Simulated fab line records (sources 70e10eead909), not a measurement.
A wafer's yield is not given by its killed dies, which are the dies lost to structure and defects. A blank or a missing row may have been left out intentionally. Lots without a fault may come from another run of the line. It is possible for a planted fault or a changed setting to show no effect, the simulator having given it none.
What tool caused it? :: flow nand-harc :: 30 wafers from 10 lots sampled at 4 of the route's 1159 steps

WHAT THE GAUGES READ, wafer by wafer
Not one reading of a measure or inspect step in the record can be checked against a usual standard deviation.

WHAT TOOL EACH LOT RAN ON (gives the tool, then ch and the chambers of the sampled wafers, and finally the start)
lot: L168
NHARC_A_M0_ANNEAL_30: rtp-anneal-02 ch 0, day 23 06:23
NHARC_A_M1_ETCH_35: rie-diel-13 ch 0,3, day 23 08:53
NHARC_A_M1_STRIP_18: rie-diel-02 ch 2,3, day 23 09:11
NHARC_A_M1_ETCH_28: rie-diel-02 ch 0,2, day 23 09:29

lot: L164
NHARC_A_M0_ANNEAL_30: rtp-anneal-02 ch 0, day 23 09:51
NHARC_A_M1_ETCH_35: rie-diel-13 ch 0,2,3, day 23 12:14
NHARC_A_M1_STRIP_18: rie-diel-02 ch 0,2,3, day 23 12:36
NHARC_A_M1_ETCH_28: rie-diel-02 ch 0,2,3, day 23 12:49

lot: L165
NHARC_A_M0_ANNEAL_30: rtp-anneal-02 ch 0, day 23 11:08
NHARC_A_M1_ETCH_35: rie-diel-10 ch 0,1,2, day 23 13:38
NHARC_A_M1_STRIP_18: rie-diel-10 ch 0,2,3, day 23 13:55
NHARC_A_M1_ETCH_28: rie-diel-10 ch 1,2, day 23 14:09

lot: L173
NHARC_A_M0_ANNEAL_30: rtp-anneal-01 ch 0, day 24 00:55
NHARC_A_M1_ETCH_35: rie-diel-10 ch 0,2,3, day 24 03:13
NHARC_A_M1_STRIP_18: rie-diel-10 ch 1,2,3, day 24 03:34
NHARC_A_M1_ETCH_28: rie-diel-10 ch 1,2,3, day 24 03:46

lot: L175
NHARC_A_M0_ANNEAL_30: rtp-anneal-01 ch 0, day 25 05:16
NHARC_A_M1_ETCH_35: rie-diel-10 ch 1,2,3, day 25 07:46
NHARC_A_M1_STRIP_18: rie-diel-10 ch 0,1,3, day 25 08:05
NHARC_A_M1_ETCH_28: rie-diel-10 ch 2,3, day 25 08:17

lot: L179
NHARC_A_M0_ANNEAL_30: rtp-anneal-02 ch 0, day 25 06:25
NHARC_A_M1_ETCH_35: rie-diel-10 ch 0,1,3, day 25 08:50
NHARC_A_M1_STRIP_18: rie-diel-10 ch 0,2, day 25 09:08
NHARC_A_M1_ETCH_28: rie-diel-10 ch 1,2,3, day 25 09:23

lot: L182
NHARC_A_M0_ANNEAL_30: rtp-anneal-01 ch 0, day 25 07:28
NHARC_A_M1_ETCH_35: rie-diel-13 ch 0,1,2, day 25 10:50
NHARC_A_M1_STRIP_18: rie-diel-10 ch 0,1,2, day 25 11:07
NHARC_A_M1_ETCH_28: rie-diel-10 ch 2,3, day 25 11:22

lot: L176
NHARC_A_M0_ANNEAL_30: rtp-anneal-01 ch 0, day 26 03:38
NHARC_A_M1_ETCH_35: rie-diel-13 ch 1,2, day 26 05:59
NHARC_A_M1_STRIP_18: rie-diel-13 ch 0,1,2, day 26 06:20
NHARC_A_M1_ETCH_28: rie-diel-13 ch 1,2,3, day 26 06:32

lot: L187
NHARC_A_M0_ANNEAL_30: rtp-anneal-01 ch 0, day 26 14:17
NHARC_A_M1_ETCH_35: rie-diel-10 ch 0,1,2, day 26 16:40
NHARC_A_M1_STRIP_18: rie-diel-13 ch 0,1,3, day 26 16:58
NHARC_A_M1_ETCH_28: rie-diel-13 ch 0,2, day 26 17:11

lot: L186
NHARC_A_M0_ANNEAL_30: rtp-anneal-01 ch 0, day 26 15:23
NHARC_A_M1_ETCH_35: rie-diel-10 ch 0,2, day 26 17:55
NHARC_A_M1_STRIP_18: rie-diel-02 ch 0,3, day 26 18:13
NHARC_A_M1_ETCH_28: rie-diel-02 ch 0,2, day 26 18:27
- NHARC_A_M0_ANNEAL_30: time 90 s.
- NHARC_A_M1_ETCH_35: etches the open film in N2/H2, target depth 40 nm, overetch 12 nm, time 43.94 s.
- NHARC_A_M1_STRIP_18: strips in N2/H2.
- NHARC_A_M1_ETCH_28: etches the open film in CF4/N2, target depth 30 nm, time 72.99 s.

WHAT THE TOOLS THEMSELVES READ (means of the sampled wafers that have a number; where no wafer has one, the mark that the record gives instead)
NHARC_A_M0_ANNEAL_30. Usual: anneal-temp-c 225.01 C, standard deviation 0.16; wafer_temp_C_max 226.2, standard deviation 0.31.
lot: L168
tool: rtp-anneal-02
anneal-temp-c (C): 225.06
wafer_temp_C_max: 225.8
flag: 

lot: L164
tool: rtp-anneal-02
anneal-temp-c (C): 225.12
wafer_temp_C_max: 226.0
flag: 

lot: L165
tool: rtp-anneal-02
anneal-temp-c (C): 224.96
wafer_temp_C_max: 226.0
flag: 

lot: L173
tool: rtp-anneal-01
anneal-temp-c (C): 225.09
wafer_temp_C_max: 226.3
flag: 

lot: L175
tool: rtp-anneal-01
anneal-temp-c (C): 224.82
wafer_temp_C_max: 226.3
flag: 

lot: L179
tool: rtp-anneal-02
anneal-temp-c (C): 225.18
wafer_temp_C_max: 226.0
flag: 

lot: L182
tool: rtp-anneal-01
anneal-temp-c (C): 225.08
wafer_temp_C_max: 226.0
flag: 

lot: L176
tool: rtp-anneal-01
anneal-temp-c (C): 224.78
wafer_temp_C_max: 226.5
flag: 

lot: L187
tool: rtp-anneal-01
anneal-temp-c (C): 224.96
wafer_temp_C_max: 226.3
flag: 

lot: L186
tool: rtp-anneal-01
anneal-temp-c (C): 225.01
wafer_temp_C_max: 226.1
flag: 

NHARC_A_M1_ETCH_35. Usual: bias-w 150.1 W (standard deviation 0.41); drypump-motor-current-A 5.6 A (standard deviation 0.55); oes-product-au 0.998 a.u. (standard deviation 0.01); rf-vpp-V 430 V (standard deviation 3.2); run-length-s 65.2 s (standard deviation 0.33); showerhead-plenum-p-Torr 2.02 Torr (standard deviation 0.11); throttle-valve-pct 14.172 % (standard deviation 0.01).
lot: L168
tool: rie-diel-13
bias-w (W): 149.9
drypump-motor-current-A (A): 6.4
oes-product-au (a.u.): 0.999
rf-vpp-V (V): 426
run-length-s (s): 65.2
showerhead-plenum-p-Torr (Torr): 1.90
throttle-valve-pct (%): 14.163
flag: 

lot: L164
tool: rie-diel-13
bias-w (W): 149.8
drypump-motor-current-A (A): 6.1
oes-product-au (a.u.): 0.997
rf-vpp-V (V): 429
run-length-s (s): 65.0
showerhead-plenum-p-Torr (Torr): 1.99
throttle-valve-pct (%): 14.168
flag: 

lot: L165
tool: rie-diel-10
bias-w (W): 149.9
drypump-motor-current-A (A): 5.6
oes-product-au (a.u.): 0.996
rf-vpp-V (V): 432
run-length-s (s): 65.1
showerhead-plenum-p-Torr (Torr): 2.11
throttle-valve-pct (%): 14.175
flag: 

lot: L173
tool: rie-diel-10
bias-w (W): 150.3
drypump-motor-current-A (A): 5.5
oes-product-au (a.u.): 0.993
rf-vpp-V (V): 430
run-length-s (s): 65.1
showerhead-plenum-p-Torr (Torr): 2.03
throttle-valve-pct (%): 14.170
flag: 

lot: L175
tool: rie-diel-10
bias-w (W): 150.1
drypump-motor-current-A (A): 5.3
oes-product-au (a.u.): 0.983
rf-vpp-V (V): 431
run-length-s (s): 65.1
showerhead-plenum-p-Torr (Torr): 2.05
throttle-valve-pct (%): 14.173
flag: 

lot: L179
tool: rie-diel-10
bias-w (W): 150.3
drypump-motor-current-A (A): 5.3
oes-product-au (a.u.): 0.987
rf-vpp-V (V): 430
run-length-s (s): 65.1
showerhead-plenum-p-Torr (Torr): 2.02
throttle-valve-pct (%): 14.170
flag: 

lot: L182
tool: rie-diel-13
bias-w (W): 150.0
drypump-motor-current-A (A): 5.7
oes-product-au (a.u.): 1.002
rf-vpp-V (V): 429
run-length-s (s): 64.8
showerhead-plenum-p-Torr (Torr): 2.00
throttle-valve-pct (%): 14.171
flag: 

lot: L176
tool: rie-diel-13
bias-w (W): 150.3
drypump-motor-current-A (A): 5.5
oes-product-au (a.u.): 1.008
rf-vpp-V (V): 431
run-length-s (s): 64.8
showerhead-plenum-p-Torr (Torr): 2.09
throttle-valve-pct (%): 14.163
flag: 

lot: L187
tool: rie-diel-10
bias-w (W): 150.6
drypump-motor-current-A (A): 5.6
oes-product-au (a.u.): 1.001
rf-vpp-V (V): 432
run-length-s (s): 65.0
showerhead-plenum-p-Torr (Torr): 2.10
throttle-valve-pct (%): 14.170
flag: 

lot: L186
tool: rie-diel-10
bias-w (W): 149.3
drypump-motor-current-A (A): 5.8
oes-product-au (a.u.): 1.000
rf-vpp-V (V): 432
run-length-s (s): 65.3
showerhead-plenum-p-Torr (Torr): 2.12
throttle-valve-pct (%): 14.172
flag: 

NHARC_A_M1_STRIP_18. Usual: drypump-motor-current-A 5.5 A, standard deviation 0.54; oes-product-au 1.002 a.u., standard deviation 0.011; rf-vpp-V 90.7 V, standard deviation 1.1; showerhead-plenum-p-Torr 2.03 Torr, standard deviation 0.11; throttle-valve-pct 14.172 %, standard deviation 0.0093.
lot: L168
tool: rie-diel-02
drypump-motor-current-A (A): 5.0
oes-product-au (a.u.): 1.004
rf-vpp-V (V): 90.3
showerhead-plenum-p-Torr (Torr): 1.95
throttle-valve-pct (%): 14.174
flag: 

lot: L164
tool: rie-diel-02
drypump-motor-current-A (A): 5.2
oes-product-au (a.u.): 1.008
rf-vpp-V (V): 91.1
showerhead-plenum-p-Torr (Torr): 2.03
throttle-valve-pct (%): 14.167
flag: 

lot: L165
tool: rie-diel-10
drypump-motor-current-A (A): 5.4
oes-product-au (a.u.): 0.989
rf-vpp-V (V): 91.3
showerhead-plenum-p-Torr (Torr): 2.03
throttle-valve-pct (%): 14.170
flag: 

lot: L173
tool: rie-diel-10
drypump-motor-current-A (A): 5.3
oes-product-au (a.u.): 0.999
rf-vpp-V (V): 90.8
showerhead-plenum-p-Torr (Torr): 2.05
throttle-valve-pct (%): 14.163
flag: 

lot: L175
tool: rie-diel-10
drypump-motor-current-A (A): 5.3
oes-product-au (a.u.): 1.002
rf-vpp-V (V): 90.5
showerhead-plenum-p-Torr (Torr): 2.02
throttle-valve-pct (%): 14.181
flag: 

lot: L179
tool: rie-diel-10
drypump-motor-current-A (A): 5.8
oes-product-au (a.u.): 1.001
rf-vpp-V (V): 90.8
showerhead-plenum-p-Torr (Torr): 2.09
throttle-valve-pct (%): 14.167
flag: 

lot: L182
tool: rie-diel-10
drypump-motor-current-A (A): 5.6
oes-product-au (a.u.): 0.998
rf-vpp-V (V): 91.0
showerhead-plenum-p-Torr (Torr): 2.11
throttle-valve-pct (%): 14.172
flag: 

lot: L176
tool: rie-diel-13
drypump-motor-current-A (A): 5.7
oes-product-au (a.u.): 1.003
rf-vpp-V (V): 89.7
showerhead-plenum-p-Torr (Torr): 2.00
throttle-valve-pct (%): 14.168
flag: 

lot: L187
tool: rie-diel-13
drypump-motor-current-A (A): 6.0
oes-product-au (a.u.): 1.006
rf-vpp-V (V): 89.4
showerhead-plenum-p-Torr (Torr): 1.91
throttle-valve-pct (%): 14.166
flag: 

lot: L186
tool: rie-diel-02
drypump-motor-current-A (A): 5.3
oes-product-au (a.u.): 1.005
rf-vpp-V (V): 91.1
showerhead-plenum-p-Torr (Torr): 2.02
throttle-valve-pct (%): 14.183
flag: 

NHARC_A_M1_ETCH_28. Usual: bias-w 99.96 W, standard deviation 0.3; cf4-flow-sccm 50.03 sccm, standard deviation 0.16; drypump-motor-current-A 5.5 A, standard deviation 0.53; oes-product-au 1.002 a.u., standard deviation 0.011; rf-vpp-V 314.1 V, standard deviation 2.4; run-length-s 94.2 s, standard deviation 0.4; showerhead-plenum-p-Torr 2.61 Torr, standard deviation 0.14; throttle-valve-pct 19.794 %, standard deviation 0.0086.
lot: L168
tool: rie-diel-02
bias-w (W): 99.66
cf4-flow-sccm (sccm): 50.03
drypump-motor-current-A (A): 5.4
oes-product-au (a.u.): 1.008
rf-vpp-V (V): 315.5
run-length-s (s): 94.5
showerhead-plenum-p-Torr (Torr): 2.71
throttle-valve-pct (%): 19.800
flag: 

lot: L164
tool: rie-diel-02
bias-w (W): 100.03
cf4-flow-sccm (sccm): 50.03
drypump-motor-current-A (A): 5.2
oes-product-au (a.u.): 1.008
rf-vpp-V (V): 313.7
run-length-s (s): 94.3
showerhead-plenum-p-Torr (Torr): 2.61
throttle-valve-pct (%): 19.798
flag: 

lot: L165
tool: rie-diel-10
bias-w (W): 99.80
cf4-flow-sccm (sccm): 50.23
drypump-motor-current-A (A): 5.5
oes-product-au (a.u.): 0.995
rf-vpp-V (V): 316.6
run-length-s (s): 94.0
showerhead-plenum-p-Torr (Torr): 2.75
throttle-valve-pct (%): 19.796
flag: 

lot: L173
tool: rie-diel-10
bias-w (W): 100.04
cf4-flow-sccm (sccm): 49.91
drypump-motor-current-A (A): 5.2
oes-product-au (a.u.): 0.991
rf-vpp-V (V): 314.7
run-length-s (s): 94.0
showerhead-plenum-p-Torr (Torr): 2.64
throttle-valve-pct (%): 19.791
flag: 

lot: L175
tool: rie-diel-10
bias-w (W): 100.41
cf4-flow-sccm (sccm): 50.11
drypump-motor-current-A (A): 5.1
oes-product-au (a.u.): 0.989
rf-vpp-V (V): 314.0
run-length-s (s): 94.1
showerhead-plenum-p-Torr (Torr): 2.55
throttle-valve-pct (%): 19.789
flag: 

lot: L179
tool: rie-diel-10
bias-w (W): 100.06
cf4-flow-sccm (sccm): 49.97
drypump-motor-current-A (A): 5.2
oes-product-au (a.u.): 0.991
rf-vpp-V (V): 314.8
run-length-s (s): 88.6
showerhead-plenum-p-Torr (Torr): 2.64
throttle-valve-pct (%): 19.793
flag: OFF

lot: L182
tool: rie-diel-10
bias-w (W): 99.64
cf4-flow-sccm (sccm): 50.21
drypump-motor-current-A (A): 5.1
oes-product-au (a.u.): 0.988
rf-vpp-V (V): 312.6
run-length-s (s): 83.0
showerhead-plenum-p-Torr (Torr): 2.55
throttle-valve-pct (%): 19.786
flag: OFF

lot: L176
tool: rie-diel-13
bias-w (W): 99.69
cf4-flow-sccm (sccm): 49.87
drypump-motor-current-A (A): 5.7
oes-product-au (a.u.): 1.004
rf-vpp-V (V): 313.5
run-length-s (s): 94.0
showerhead-plenum-p-Torr (Torr): 2.58
throttle-valve-pct (%): 19.795
flag: 

lot: L187
tool: rie-diel-13
bias-w (W): 99.39
cf4-flow-sccm (sccm): 50.05
drypump-motor-current-A (A): 5.9
oes-product-au (a.u.): 1.014
rf-vpp-V (V): 315.6
run-length-s (s): 94.1
showerhead-plenum-p-Torr (Torr): 2.68
throttle-valve-pct (%): 19.791
flag: 

lot: L186
tool: rie-diel-02
bias-w (W): 99.82
cf4-flow-sccm (sccm): 50.22
drypump-motor-current-A (A): 5.4
oes-product-au (a.u.): 1.020
rf-vpp-V (V): 315.9
run-length-s (s): 94.7
showerhead-plenum-p-Torr (Torr): 2.71
throttle-valve-pct (%): 19.790
flag: 

THE ANSWER, worked out from the rows above alone
Rule: a lot is off if the mean of its wafers that have a number lies more than 3 standard deviations from the usual mean. Also off: a lot with no number at a reading for which 4 or more lots have one. All remaining lots with rows at the step are treated as sound. The gauges are gone through in route order, then the tools' own readings, and for those a lot's mean is taken as printed above. The first step at which some lot is off is used, and at that step the reading that is off furthest; a lot without a number counts as furthest.
Off: L179, L182 (NHARC_A_M1_ETCH_28, run-length-s).
If a tool, at that step or one of the process steps before it, ran each lot that is off and ran no sound lot following the first of them, it fits. One fits: NHARC_A_M1_STRIP_18 and NHARC_A_M1_ETCH_28 on rie-diel-10. At NHARC_A_M1_STRIP_18 its last sound lot is L175 (day 25 08:05), its first lot that is off L179 (day 25 09:08): a fault that began between those two fits.

WHAT THE SIMULATOR PUT IN
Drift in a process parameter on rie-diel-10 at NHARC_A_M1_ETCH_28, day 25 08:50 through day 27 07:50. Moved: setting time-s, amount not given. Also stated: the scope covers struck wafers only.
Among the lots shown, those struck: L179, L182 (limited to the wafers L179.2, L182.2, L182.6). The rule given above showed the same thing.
